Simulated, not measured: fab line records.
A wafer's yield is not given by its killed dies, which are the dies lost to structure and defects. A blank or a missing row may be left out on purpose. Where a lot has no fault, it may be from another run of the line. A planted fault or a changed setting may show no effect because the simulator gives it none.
Which tool is to blame? ; flow n5 finfet ; 9 lots, 26 wafers sampled, at 5 steps of a route of 1938

## WHAT THE GAUGES READ, wafer by wafer
N5_BEOL_M4_RC_MEAS_101. Usual: DIBL_N 35.9 mV/V, standard deviation 1.8; DIBL_P 36.2 mV/V, standard deviation 2; IOFF_N 0.16 nA/um, standard deviation 0.031; IOFF_P 0.22 nA/um, standard deviation 0.041; ION_N 676 uA/um, standard deviation 11; ION_P 465 uA/um, standard deviation 8.5; SS_N 71.4 mV/dec, standard deviation 0.64; SS_P 73.2 mV/dec, standard deviation 0.7; VT_N 250 mV, standard deviation 3.5; VT_P -250 mV, standard deviation 3.9.
lot;measured;on;DIBL_N (mV/V);DIBL_P (mV/V);IOFF_N (nA/um);IOFF_P (nA/um);ION_N (uA/um);ION_P (uA/um);SS_N (mV/dec);SS_P (mV/dec);VT_N (mV);VT_P (mV);flag
L299;day 8 04:22;prober-02;35.3 34.0 35.9;37.7 35.3 37.8;0.15 0.13 0.16;0.21 0.18 0.22;681 657 688;472 456 467;70.8 70.9 70.8;73.5 73.1 73.5;250 253 251;-250 -252 -249;
L300;day 8 14:21;prober-02;36.6 33.5 35.1;35.9 32.5 35.4;0.17 0.11 0.15;0.19 0.15 0.18;673 657 676;449 450 457;71.5 70.8 71.1;73.4 71.8 72.0;250 252 250;-251 -254 -251;
L301;day 8 21:01;prober-02;32.6 29.3 34.5;34.6 29.7 34.9;0.12 0.08 0.14;0.18 0.12 0.18;668 652 655;462 450 451;70.5 70.0 71.0;72.7 71.0 71.9;254 260 252;-248 -254 -251;
L302;day 9 03:10;prober-01;36.8 36.2 34.8;36.1 35.4 34.8;0.18 0.15 0.15;0.25 0.24 0.23;681 673 678;471 474 472;72.3 71.4 71.2;73.8 74.1 73.0;249 250 249;-244 -245 -247;
L308;day 10 22:18;prober-01;36.8 38.1;36.0 37.7;0.13 0.18;0.19 0.24;653 680;450 473;72.2 72.2;72.7 73.7;256 249;-252 -250;
L311;day 11 12:02;prober-01;34.1 33.9 32.4;35.4 34.9 33.7;0.15 0.13 0.12;0.19 0.18 0.16;672 663 674;461 459 463;70.4 71.3 70.7;73.0 72.6 72.8;250 251 251;-252 -253 -255;
L319;day 13 15:16;prober-01;36.2 34.7 34.8;34.7 33.7 33.1;0.17 0.14 0.15;0.22 0.20 0.19;680 669 662;459 466 458;71.8 71.2 71.2;73.0 72.9 71.8;247 249 250;-251 -251 -250;
L320;day 13 20:48;prober-02;35.1 37.9 37.0;35.2 37.1 36.8;0.14 0.18 0.16;0.21 0.24 0.24;684 691 678;470 473 470;71.1 71.3 71.6;72.6 74.2 73.5;247 248 248;-248 -248 -248;
L321;day 14 09:07;prober-02;35.7 35.4 35.6;35.5 35.8 36.1;0.13 0.13 0.14;0.15 0.15 0.15;676 678 675;456 464 452;70.6 70.6 71.2;73.4 72.5 73.0;250 254 249;-258 -259 -256;

## WHICH TOOL RAN EACH LOT (tool, then ch and the chambers of the sampled wafers, then the start)
lot;N5_BEOL_M0_SAQP_PECVD_04;N5_BEOL_M0_SAQP_RECESS_114;N5_BEOL_M0_SAQP_ETCH_102;N5_BEOL_M0_SAQP_ETCH_106
L299;pecvd-02 ch 1,2, day 5 17:03;vapor etch-02 ch 0,1, day 5 18:16;rie si-05 ch 0,1, day 5 19:58;rie diel-04 ch 0,2,3, day 5 20:34
L300;pecvd-04 ch 0,2, day 6 00:39;vapor etch-02 ch 0,1, day 6 01:55;rie si-06 ch 0,2,3, day 6 03:12;rie diel-04 ch 0,3, day 6 03:48
L301;pecvd-04 ch 0,1, day 6 01:41;vapor etch-01 ch 0,1, day 6 02:59;rie si-02 ch 0,3, day 6 04:05;rie diel-06 ch 1,2,3, day 6 04:40
L302;pecvd-04 ch 0,2, day 6 11:59;vapor etch-02 ch 0,1, day 6 13:10;rie si-06 ch 0,1,3, day 6 14:28;rie diel-06 ch 0,1, day 6 15:01
L308;pecvd-04 ch 0, day 8 03:41;vapor etch-02 ch 0, day 8 04:55;rie si-06 ch 1,2, day 8 06:16;rie diel-06 ch 0,3, day 8 06:49
L311;pecvd-02 ch 0,1,2, day 9 01:11;vapor etch-01 ch 0,1, day 9 02:14;rie si-05 ch 0,1,2, day 9 03:41;rie diel-04 ch 0,2, day 9 04:14
L319;pecvd-04 ch 0,1,2, day 11 04:08;vapor etch-02 ch 0,1, day 11 05:23;rie si-02 ch 1,2,3, day 11 06:35;rie diel-01 ch 0,3, day 11 07:08
L320;pecvd-03 ch 0,1,2, day 11 07:50;vapor etch-02 ch 0,1, day 11 09:01;rie si-02 ch 0,1,3, day 11 10:13;rie diel-06 ch 1,2, day 11 10:59
L321;pecvd-04 ch 1,2, day 11 13:44;vapor etch-02 ch 0,1, day 11 14:47;rie si-02 ch 0,2,3, day 11 15:59;rie diel-06 ch 0,1,2, day 11 16:33
- N5_BEOL_M0_SAQP_PECVD_04: deposits a-Si from SiH4/He, target thk 60 nm, time 60.2 s.
- N5_BEOL_M0_SAQP_RECESS_114: chemistry HF/NH3, target SiO2, target depth 14.4 nm, afs cycles 3, sublimation time 60 s.
- N5_BEOL_M0_SAQP_ETCH_102: etches SiO2 in CF4, target depth 4 nm, time 4.4 s.
- N5_BEOL_M0_SAQP_ETCH_106: etches SOC in N2/H2, stops on SiNx, target depth 150 nm.

## AS READ BY THE TOOLS THEMSELVES (means over the sampled wafers that have a number; for cases with no such wafer, the mark the record gives instead)
N5_BEOL_M0_SAQP_PECVD_04. Usual: heater power w 578 W, standard deviation 49; showerhead plenum p Torr 5.68 Torr, standard deviation 0.05; susceptor temp C 350.00 C, standard deviation 0.21; throttle valve pct 18.1 %, standard deviation 0.99.
lot;tool;heater power w (W);showerhead plenum p Torr (Torr);susceptor temp C (C);throttle valve pct (%);flag
L299;pecvd-02;515;5.62;349.83;17.9;
L300;pecvd-04;582;5.66;350.14;17.2;
L301;pecvd-04;619;5.68;349.98;17.5;
L302;pecvd-04;652;5.66;350.03;17.0;
L308;pecvd-04;580;5.66;349.92;17.0;
L311;pecvd-02;596;5.66;350.06;18.4;
L319;pecvd-04;570;5.68;349.95;17.6;
L320;pecvd-03;575;5.71;349.75;18.2;
L321;pecvd-04;544;5.70;350.23;18.3;

N5_BEOL_M0_SAQP_RECESS_114. Usual: drypump motor current A 5.84 A, standard deviation 0.23; sublimation temp c 180.00 C, standard deviation 0.15.
lot;tool;drypump motor current A (A);sublimation temp c (C);flag
L299;vapor etch-02;6.04;180.09;
L300;vapor etch-02;6.06;179.98;
L301;vapor etch-01;5.64;179.89;
L302;vapor etch-02;6.08;180.03;
L308;vapor etch-02;6.03;180.06;
L311;vapor etch-01;5.65;179.89;
L319;vapor etch-02;6.07;180.00;
L320;vapor etch-02;6.07;179.86;
L321;vapor etch-02;6.07;180.22;

N5_BEOL_M0_SAQP_ETCH_102. Usual: drypump motor current A 5.8 A, standard deviation 0.34; he backside leak sccm 2.69 sccm, standard deviation 0.29; oes product au 1.008 a.u., standard deviation 0.02; throttle valve pct 21.70 %, standard deviation 0.22.
lot;tool;drypump motor current A (A);he backside leak sccm (sccm);oes product au (a.u.);throttle valve pct (%);flag
L299;rie si-05;5.6;2.72;1.013;21.90;
L300;rie si-06;5.9;2.53;0.991;21.51;
L301;rie si-02;5.3;2.67;1.004;21.63;
L302;rie si-06;6.1;2.50;1.009;21.62;
L308;rie si-06;5.8;2.42;1.340;21.92;OFF
L311;rie si-05;5.7;2.72;1.027;21.81;
L319;rie si-02;5.7;2.75;1.015;21.73;
L320;rie si-02;5.5;2.66;0.997;21.63;
L321;rie si-02;5.7;2.68;0.998;21.60;

N5_BEOL_M0_SAQP_ETCH_106. Usual: drypump motor current A 5.7 A, standard deviation 0.41; n2 flow sccm 200.0 sccm, standard deviation 0.6; oes product au 0.74 a.u., standard deviation 0.058; rf vpp V 240.9 V, standard deviation 1.5; showerhead plenum p Torr 2.56 Torr, standard deviation 0.095; throttle valve pct 17.90 %, standard deviation 0.24.
lot;tool;drypump motor current A (A);n2 flow sccm (sccm);oes product au (a.u.);rf vpp V (V);showerhead plenum p Torr (Torr);throttle valve pct (%);flag
L299;rie diel-04;5.7;200.3;0.78;241.8;2.61;17.69;
L300;rie diel-04;5.5;199.7;0.75;242.8;2.63;17.78;
L301;rie diel-06;5.5;199.5;0.73;239.1;2.43;17.89;
L302;rie diel-06;5.6;200.1;0.76;240.4;2.55;17.92;
L308;rie diel-06;5.8;200.6;0.72;240.8;2.56;17.96;
L311;rie diel-04;5.7;199.5;0.79;241.2;2.58;17.61;
L319;rie diel-01;6.0;199.2;0.68;240.1;2.47;17.95;
L320;rie diel-06;5.0;199.8;0.83;240.8;2.59;17.72;
L321;rie diel-06;5.3;199.9;0.78;240.9;2.56;17.85;

## THE ANSWER, worked out from the rows above alone
Rule: lot off if the mean of its wafers having a number is beyond 3 standard deviations from the usual mean. A lot without any number at a reading at which 4 lots or more have one is off too. All remaining lots with rows at the step are treated as sound. After the gauges, taken in route order, come the tools' own readings; for these a lot's mean is taken, as printed above. The first step at which some lot is off is used, and at that step the reading that is off furthest; a lot without a number counts as furthest.
Off, at N5_BEOL_M0_SAQP_ETCH_102 on oes product au: L308.
A tool fits if, at that step or a process step before it, it ran every lot that is off, and no sound lot after the first of them. One fits: rie si-06 at N5_BEOL_M0_SAQP_ETCH_102. A fault onset in the window from L302 (day 6 14:28, its last sound lot) to L308 (day 8 06:16, its first lot off) fits.
On the lots that are off, the tool's own readings at N5_BEOL_M0_SAQP_ETCH_102 differ by more than 5 times the standard deviation of the sound lots' means, which bears it out; oes product au reads 1.340 a.u. there versus 1.007 a.u. on the sound lots.

## WHAT THE SIMULATOR PUT IN
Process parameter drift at N5_BEOL_M0_SAQP_ETCH_102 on rie si-06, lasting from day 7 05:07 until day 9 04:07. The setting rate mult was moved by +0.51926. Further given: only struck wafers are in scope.
Struck lots among those shown: L308. The rule above found the same.
